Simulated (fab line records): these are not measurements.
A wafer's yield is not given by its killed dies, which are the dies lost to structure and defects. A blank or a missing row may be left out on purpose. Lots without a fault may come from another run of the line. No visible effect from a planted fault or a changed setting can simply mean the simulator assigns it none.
Which tool was responsible?    flow nand-harc    36 wafers from 12 lots sampled at 6 of the route's 1159 steps

WHAT THE GAUGES SHOWED, per wafer
NHARC_P_CONTACT_CD_MEAS_19.
lot   measured      on         cd-nm (nm)
L483  day 5 21:38   cd-sem-02  88.3 86.0 88.8
L484  day 5 22:19   cd-sem-02  88.3 94.3 85.4
L485  day 6 04:29   cd-sem-03  88.4 90.7 93.0
L486  day 6 07:31   cd-sem-02  93.8 92.9 89.5
L487  day 6 09:02   cd-sem-02  89.7 89.6 89.2
L490  day 7 08:52   cd-sem-01  93.0 88.6 88.0
L489  day 7 09:42   cd-sem-01  94.1 95.6 94.2
L492  day 7 19:20   cd-sem-03  89.7 93.0 92.7
L493  day 8 01:44   cd-sem-03  94.7 93.2 93.4
L497  day 9 00:16   cd-sem-02  89.3 88.1 86.7
L503  day 10 17:11  cd-sem-02  87.1 94.3 92.4
L506  day 11 09:50  cd-sem-03  93.0 89.0 90.9

NHARC_P_M0_CD_MEAS_09: the cd target is 90 nm.
lot   measured      on         cd-nm (nm)
L483  day 6 06:36   cd-sem-01  89.2 89.6 89.5
L484  day 6 07:17   cd-sem-02  90.8 89.8 91.6
L485  day 6 13:23   cd-sem-03  90.7 90.1 90.0
L486  day 6 14:47   cd-sem-03  90.2 91.3 91.0
L487  day 6 14:56   cd-sem-02  90.6 90.8 90.4
L490  day 7 15:59   cd-sem-02  90.7 90.4 90.3
L489  day 7 16:28   cd-sem-02  95.4 95.2 96.2
L492  day 8 01:09   cd-sem-01  95.8 96.8 95.0
L493  day 8 04:58   cd-sem-01  91.4 91.0 90.3
L497  day 9 05:25   cd-sem-02  90.7 90.4 90.2
L503  day 10 20:25  cd-sem-01  89.8 89.2 89.2
L506  day 11 13:00  cd-sem-01  90.4 90.5 89.9

NHARC_END_SORT_01.
lot   measured      on         defect-limited-yield (%)  killed-at-array  killed-at-other  killed-at-periphery  killed-dies  killed-open  killed-short  sort_bin_2_pct (%)  sort_bin_3_pct (%)  sort_bin_4_pct (%)  sort-n-pass  sort-rim-yield-pct (%)  sort-yield-pct (%)
L483  day 19 20:22  prober-02  97.5 96.8 96.3            15 17 22         0 0 0            2 5 3                17 22 25     1 4 6        1 3 3         0.6 0.7 0.4         0 0 0.30            1.9 2.5 3.0         660 655 652  98.1 95.3 96.2          97.5 96.8 96.3
L487  day 19 21:07  prober-01  95.7 95.7 97.3            24 26 17         0 0 0            5 3 1                29 29 18     6 2 2        4 1 1         1.5 1.6 0.7         0 0.30 0.30         2.8 2.4 1.6         648 648 659  96.2 95.3 98.1          95.7 95.7 97.3
L492  day 21 09:32  prober-02  96.9 96.6 95.9            20 23 24         1 0 1            0 0 3                21 23 28     0 2 0        0 2 2         1.9 1.5 1.5         0 0.30 0.44         1.2 1.6 2.2         656 654 649  97.2 99.1 97.2          96.9 96.6 95.9

EACH LOT AND THE TOOL THAT RAN IT (in order: tool; ch and the chambers of the sampled wafers; start)
lot   NHARC_P_CONTACT_PVD_32                   NHARC_P_M0_PEB_07                  NHARC_P_M0_STRIP_18
L483  pvd-sputter-03, day 6 06:31 or earlier   litho-track-01 ch 0, day 6 06:31   rie-diel-13 ch 0,1,3, day 6 07:10
L484  pvd-sputter-01, day 6 07:12 or earlier   litho-track-04 ch 0, day 6 07:12   rie-diel-13 ch 0,1,2, day 6 07:50
L485  pvd-sputter-03, day 6 13:19 or earlier   litho-track-04 ch 0, day 6 13:19   rie-diel-04 ch 0,3, day 6 13:57
L486  pvd-sputter-02, day 6 14:42 or earlier   litho-track-06 ch 0, day 6 14:42   rie-diel-09 ch 0,2,3, day 6 15:24
L487  pvd-sputter-02, day 6 14:52 or earlier   litho-track-06 ch 0, day 6 14:52   rie-diel-04 ch 1,3, day 6 15:35
L490  pvd-sputter-02, day 7 15:55 or earlier   litho-track-01 ch 0, day 7 15:55   rie-diel-09 ch 0,2,3, day 7 16:35
L489  pvd-sputter-01, day 7 16:23 or earlier   litho-track-04 ch 0, day 7 16:23   rie-diel-09 ch 0,1, day 7 17:01
L492  pvd-sputter-03, day 8 01:04 or earlier   litho-track-04 ch 0, day 8 01:04   rie-diel-09 ch 2,3, day 8 01:43
L493  pvd-sputter-03, day 8 04:53 or earlier   litho-track-06 ch 0, day 8 04:53   rie-diel-13 ch 0,3, day 8 05:33
L497  pvd-sputter-01, day 9 05:20 or earlier   litho-track-06 ch 0, day 9 05:20   rie-diel-13 ch 0,1,3, day 9 06:01
L503  pvd-sputter-02, day 10 20:20 or earlier  litho-track-04 ch 0, day 10 20:20  rie-diel-13 ch 0,3, day 10 20:59
L506  pvd-sputter-03, day 11 12:55 or earlier  litho-track-06 ch 0, day 11 12:55  rie-diel-09 ch 0,1,2, day 11 13:39
- NHARC_P_CONTACT_PVD_32: deposits Ti, target thk 5 nm, time 17.7 s.
- NHARC_P_M0_PEB_07: peb time 65 s.
- NHARC_P_M0_STRIP_18: strips in N2/H2.

AS READ BY THE TOOLS THEMSELVES (means over the sampled wafers that have a number; for cases with no such wafer, the mark the record gives instead)
NHARC_P_CONTACT_PVD_32.
lot   tool            throttle-valve-pct (%)
L483  pvd-sputter-03  30.1
L484  pvd-sputter-01  30.6
L485  pvd-sputter-03  29.4
L486  pvd-sputter-02  29.7
L487  pvd-sputter-02  29.0
L490  pvd-sputter-02  29.5
L489  pvd-sputter-01  30.7
L492  pvd-sputter-03  30.0
L493  pvd-sputter-03  29.6
L497  pvd-sputter-01  29.0
L503  pvd-sputter-02  29.5
L506  pvd-sputter-03  29.9

NHARC_P_M0_STRIP_18.
lot   tool         drypump-motor-current-A (A)  mfc-ar-sccm (sccm)  oes-product-au (a.u.)  rf-vpp-V (V)  showerhead-plenum-p-Torr (Torr)  throttle-valve-pct (%)
L483  rie-diel-13  5.84                         0.002               0.995                  90.8          2.04                             14.173
L484  rie-diel-13  5.60                         0.002               0.993                  91.4          2.08                             14.174
L485  rie-diel-04  5.69                         0.000               0.984                  91.7          2.17                             14.173
L486  rie-diel-09  5.80                         0.010               1.001                  89.8          2.05                             14.172
L487  rie-diel-04  5.69                         0.018               0.979                  90.7          1.99                             14.172
L490  rie-diel-09  5.79                         0.010               0.994                  90.7          2.05                             14.168
L489  rie-diel-09  5.60                         0.003               0.993                  90.9          1.99                             14.170
L492  rie-diel-09  5.88                         0.019               0.990                  90.5          2.10                             14.174
L493  rie-diel-13  5.91                         0.000               0.993                  90.2          2.07                             14.173
L497  rie-diel-13  5.83                         0.002               0.997                  90.3          2.04                             14.174
L503  rie-diel-13  5.96                         0.000               0.993                  89.9          2.04                             14.178
L506  rie-diel-09  5.78                         0.003               1.006                  89.3          2.06                             14.177

THE ANSWER, worked out from the rows above alone
Rule: the usual values come from the lots themselves. Put in order of their means at a reading, lots are off if they are a third of the lots or fewer, leave a main group of 4 or more, and stand apart from it by a gap of 3 or more times the standard deviation of the main group's means; of several such gaps the widest counts. If all means in a main group match to the digits the tables above print for the reading, that group is not used. A lot without any number at a reading at which 4 lots or more have one is off too. All remaining lots with rows at the step are treated as sound. First the gauges in route order, then the tools' own readings, where a lot's mean is used as printed above. At the first step where some lot is off, the reading lying furthest off is the one used; lots without a number count as furthest.
Off: L489, L492 (NHARC_P_M0_CD_MEAS_09, cd-nm). Mean 90.3 nm and standard deviation 0.5 in the main group.
A tool fits if, at a process step before that reading, it ran every lot that is off, and no sound lot after the first of them. Those tools and the gauges at NHARC_P_M0_CD_MEAS_09 are tried in the same way. With no start given for some of its lots, NHARC_P_CONTACT_PVD_32 uses the hours and lot order of NHARC_P_M0_PEB_07. Of those tried, none fits.

WHAT THE SIMULATOR HAD PUT IN
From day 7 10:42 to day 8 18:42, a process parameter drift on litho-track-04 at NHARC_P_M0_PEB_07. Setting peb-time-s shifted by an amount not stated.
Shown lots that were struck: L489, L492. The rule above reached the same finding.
